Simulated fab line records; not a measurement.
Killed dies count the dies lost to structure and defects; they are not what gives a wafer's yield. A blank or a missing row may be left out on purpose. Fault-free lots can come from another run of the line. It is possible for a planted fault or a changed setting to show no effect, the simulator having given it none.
What tool caused it? ; flow n5Finfet ; 12 lots, 32 wafers sampled, at 5 steps of a route of 1938

WHAT EACH GAUGE READ, for each wafer
Not one reading of a measure or inspect step in the record can be checked against a usual standard deviation.

WHAT TOOL EACH LOT RAN ON (gives the tool, then ch and the chambers of the sampled wafers, and finally the start)
lot;N5_GATE_CUT_DESCUM_18;N5_GATE_CUT_STRIP_42;N5_GATE_CUT_CUT_ETCH_53;N5_GATE_CUT_VAPOR_ETCH_51;N5_PASSIVATION_PROBE_49
L852;rieDiel-02 ch 0,2, day 4 10:05;rieDiel-02 ch 0,2, day 4 10:20;rieMetal-03 ch 0,1, day 4 10:28;rieMetal-03 ch 0,1, day 4 10:43;prober-02, day 13 00:17
L855;rieDiel-01 ch 1, day 5 06:35;rieDiel-01 ch 1, day 5 06:49;rieMetal-01 ch 0,1, day 5 06:58;rieMetal-01 ch 0,1, day 5 07:13;prober-01, day 13 14:52
L856;rieDiel-03 ch 0, day 5 09:40;rieDiel-03 ch 0, day 5 09:54;rieMetal-03 ch 1, day 5 10:03;rieMetal-03 ch 1, day 5 10:22;prober-01, day 13 17:20
L857;rieDiel-02 ch 2,3, day 5 19:07;rieDiel-02 ch 2,3, day 5 19:21;rieMetal-01 ch 0, day 5 19:30;rieMetal-01 ch 0, day 5 19:44;prober-01, day 13 10:39
L859;rieDiel-03 ch 2,3, day 6 06:17;rieDiel-03 ch 2,3, day 6 06:31;rieMetal-01 ch 0,1, day 6 06:40;rieMetal-01 ch 0,1, day 6 06:55;prober-01, day 14 12:51
L860;rieDiel-01 ch 0,3, day 6 19:56;rieDiel-01 ch 0,3, day 6 20:10;rieMetal-02 ch 0,1, day 6 20:19;rieMetal-02 ch 0,1, day 6 20:34;prober-01, day 14 23:11
L861;rieDiel-03 ch 0,1,2, day 7 03:02;rieDiel-03 ch 0,1,2, day 7 03:16;rieMetal-01 ch 0,1, day 7 03:25;rieMetal-01 ch 0,1, day 7 03:40;prober-01, day 15 04:22
L863;rieDiel-03 ch 0,2,3, day 7 06:38;rieDiel-03 ch 0,2,3, day 7 06:53;rieMetal-01 ch 0,1, day 7 07:01;rieMetal-01 ch 0,1, day 7 07:16;prober-02, day 15 09:56
L866;rieDiel-02 ch 1,2, day 8 03:22;rieDiel-02 ch 1,2, day 8 03:37;rieMetal-02 ch 1, day 8 03:46;rieMetal-02 ch 1, day 8 04:14;prober-01, day 15 14:20
L865;rieDiel-03 ch 0,2,3, day 8 03:54;rieDiel-03 ch 0,2,3, day 8 04:08;rieMetal-03 ch 0,1, day 8 04:19;rieMetal-03 ch 0,1, day 8 04:32;prober-02, day 16 11:41
L871;rieDiel-01 ch 2,3, day 9 15:07;rieDiel-01 ch 2,3, day 9 15:22;rieMetal-03 ch 0,1, day 9 15:31;rieMetal-03 ch 0,1, day 9 15:45;prober-01, day 18 00:14
L875;rieDiel-03 ch 0,2, day 10 10:27;rieDiel-03 ch 0,2, day 10 10:42;rieMetal-03 ch 0,1, day 10 10:50;rieMetal-03 ch 0,1, day 10 11:05;prober-02, day 19 00:31
- N5_GATE_CUT_DESCUM_18: chemistry O2, time 7 s.
- N5_GATE_CUT_STRIP_42: strips in O2.
- N5_GATE_CUT_CUT_ETCH_53: etches W in SF6/Cl2, target depth 79.2 nm.
- N5_GATE_CUT_VAPOR_ETCH_51: etches HfO2 in BCl3/Cl2.
- N5_PASSIVATION_PROBE_49

WHAT THE TOOLS THEMSELVES READ (means of the sampled wafers that have a number; where no wafer has one, the mark that the record gives instead)
N5_GATE_CUT_DESCUM_18. Usual: drypumpMotorCurrentA 5.6 A, standard deviation 0.39; oesProductAu 0.76 a.u., standard deviation 0.078; rfVppV 242.9 V, standard deviation 1.3; showerheadPlenumPTorr 2.08 Torr, standard deviation 0.068; throttleValvePct 20.60 %, standard deviation 0.29.
lot;tool;drypumpMotorCurrentA (A);oesProductAu (a.u.);rfVppV (V);showerheadPlenumPTorr (Torr);throttleValvePct (%);flag
L852;rieDiel-02;5.8;0.73;244.0;2.13;20.38;
L855;rieDiel-01;5.3;0.77;241.9;1.98;20.41;
L856;rieDiel-03;5.3;0.75;244.6;2.20;20.81;
L857;rieDiel-02;5.6;0.81;243.2;2.12;20.35;
L859;rieDiel-03;5.6;0.73;242.4;2.04;20.87;
L860;rieDiel-01;6.3;0.74;242.2;2.07;20.57;
L861;rieDiel-03;5.4;0.70;242.8;2.10;20.90;
L863;rieDiel-03;5.5;0.73;243.1;2.08;20.80;
L866;rieDiel-02;5.7;0.76;242.9;2.04;20.62;
L865;rieDiel-03;5.5;0.73;242.6;2.08;20.82;
L871;rieDiel-01;6.1;0.73;242.2;2.06;20.79;
L875;rieDiel-03;5.7;0.88;242.3;2.10;20.69;

N5_GATE_CUT_STRIP_42. Usual: drypumpMotorCurrentA 5.6 A, standard deviation 0.39; oesProductAu 0.76 a.u., standard deviation 0.078; rfVppV 3.7 V, standard deviation 0.46; showerheadPlenumPTorr 2.09 Torr, standard deviation 0.068; throttleValvePct 16.85 %, standard deviation 0.27.
lot;tool;drypumpMotorCurrentA (A);oesProductAu (a.u.);rfVppV (V);showerheadPlenumPTorr (Torr);throttleValvePct (%);flag
L852;rieDiel-02;5.8;0.73;3.3;2.13;16.69;
L855;rieDiel-01;5.3;0.77;3.0;1.99;16.68;
L856;rieDiel-03;5.4;0.76;4.0;2.20;17.05;
L857;rieDiel-02;5.6;0.81;3.8;2.12;16.63;
L859;rieDiel-03;5.7;0.73;3.8;2.05;17.11;
L860;rieDiel-01;6.3;0.73;3.5;2.08;16.80;
L861;rieDiel-03;5.5;0.70;3.6;2.11;17.13;
L863;rieDiel-03;5.5;0.74;3.4;2.09;17.05;
L866;rieDiel-02;5.7;0.76;3.5;2.04;16.88;
L865;rieDiel-03;5.5;0.73;3.6;2.08;17.06;
L871;rieDiel-01;6.1;0.73;4.3;2.07;17.02;
L875;rieDiel-03;5.7;0.89;3.7;2.10;16.90;

N5_GATE_CUT_CUT_ETCH_53. Usual: drypumpMotorCurrentA 5.8 A, standard deviation 0.34; etchRfOnTimeS 26.2 s, standard deviation 0.86; oesProductAu 0.68 a.u., standard deviation 0.063; throttleValvePct 28.9 %, standard deviation 0.5.
lot;tool;drypumpMotorCurrentA (A);etchRfOnTimeS (s);oesProductAu (a.u.);throttleValvePct (%);flag
L852;rieMetal-03;6.3;26.3;0.71;28.8;
L855;rieMetal-01;5.6;25.7;0.69;29.0;
L856;rieMetal-03;6.4;26.1;0.66;27.9;
L857;rieMetal-01;5.7;25.1;0.62;29.1;
L859;rieMetal-01;5.6;25.3;0.66;29.0;
L860;rieMetal-02;5.6;26.8;0.64;29.1;
L861;rieMetal-01;5.6;26.1;0.69;28.9;
L863;rieMetal-01;5.6;26.2;0.69;28.9;
L866;rieMetal-02;5.5;25.9;0.70;29.0;
L865;rieMetal-03;6.2;26.9;0.69;29.0;
L871;rieMetal-03;6.2;32.1;0.63;29.0;OFF
L875;rieMetal-03;6.3;31.9;0.62;29.0;OFF

N5_GATE_CUT_VAPOR_ETCH_51. Usual: drypumpMotorCurrentA 5.8 A, standard deviation 0.34; oesProductAu 0.75 a.u., standard deviation 0.079.
lot;tool;drypumpMotorCurrentA (A);oesProductAu (a.u.);flag
L852;rieMetal-03;6.2;0.76;
L855;rieMetal-01;5.6;0.75;
L856;rieMetal-03;6.4;0.71;
L857;rieMetal-01;5.7;0.67;
L859;rieMetal-01;5.6;0.72;
L860;rieMetal-02;5.6;0.71;
L861;rieMetal-01;5.5;0.77;
L863;rieMetal-01;5.5;0.77;
L866;rieMetal-02;5.5;0.77;
L865;rieMetal-03;6.2;0.77;
L871;rieMetal-03;6.3;0.76;
L875;rieMetal-03;6.2;0.76;

N5_PASSIVATION_PROBE_49. Usual: killed_at_M0_to_M3 33, standard deviation 9.9; killed_at_M4_up 15, standard deviation 5.6; killedAtContacts 13, standard deviation 5.7; killedAtFrontEnd 38, standard deviation 12; killedAtOther 4, standard deviation 3.1; killedDies 103, standard deviation 17; killedOpen 66, standard deviation 13; killedShort 32, standard deviation 7.8.
lot;tool;killed_at_M0_to_M3;killed_at_M4_up;killedAtContacts;killedAtFrontEnd;killedAtOther;killedDies;killedOpen;killedShort;flag
L852;prober-02;24;16;14;41;2;96;66;26;
L855;prober-01;28;26;10;33;5;102;61;37;
L856;prober-01;32;11;18;66;6;132;94;36;
L857;prober-01;27;18;12;35;3;96;60;32;
L859;prober-01;25;21;8;36;3;93;64;28;
L860;prober-01;30;15;11;26;9;91;57;29;
L861;prober-01;43;15;12;33;2;105;63;38;
L863;prober-02;28;11;7;34;1;81;50;28;
L866;prober-01;44;11;14;31;3;103;69;30;
L865;prober-02;30;10;18;52;1;112;77;33;
L871;prober-01;32;19;7;57;4;119;77;36;
L875;prober-02;26;17;12;43;2;99;60;33;

THE ANSWER, worked out from the rows above alone
Rule: a lot counts as off when the mean over its wafers that have a number is more than 3 standard deviations away from the usual mean. A lot without any number at a reading at which 4 lots or more have one is off too. Where the step has rows for the other lots, those lots are counted as sound. After the gauges, taken in route order, come the tools' own readings; for these a lot's mean is taken, as printed above. At the first step where some lot is off, the reading lying furthest off is the one used; lots without a number count as furthest.
Off, at N5_GATE_CUT_CUT_ETCH_53 on etchRfOnTimeS: L871, L875.
If a tool, at that step or one of the process steps before it, ran each lot that is off and ran no sound lot following the first of them, it fits. One fits: rieMetal-03 at N5_GATE_CUT_CUT_ETCH_53. Its last sound lot is L865 (day 8 04:19), its first lot that is off L871 (day 9 15:31): a fault that began between those two fits.
On the lots that are off, the tool's own readings at N5_GATE_CUT_CUT_ETCH_53 differ by more than 5 times the standard deviation of the sound lots' means, which bears it out; etchRfOnTimeS reads 32.0 s there versus 26.0 s on the sound lots.

WHAT HAD BEEN PUT IN BY THE SIMULATOR
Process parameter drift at N5_GATE_CUT_CUT_ETCH_53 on rieMetal-03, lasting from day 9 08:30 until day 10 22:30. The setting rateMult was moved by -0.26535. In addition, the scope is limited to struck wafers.
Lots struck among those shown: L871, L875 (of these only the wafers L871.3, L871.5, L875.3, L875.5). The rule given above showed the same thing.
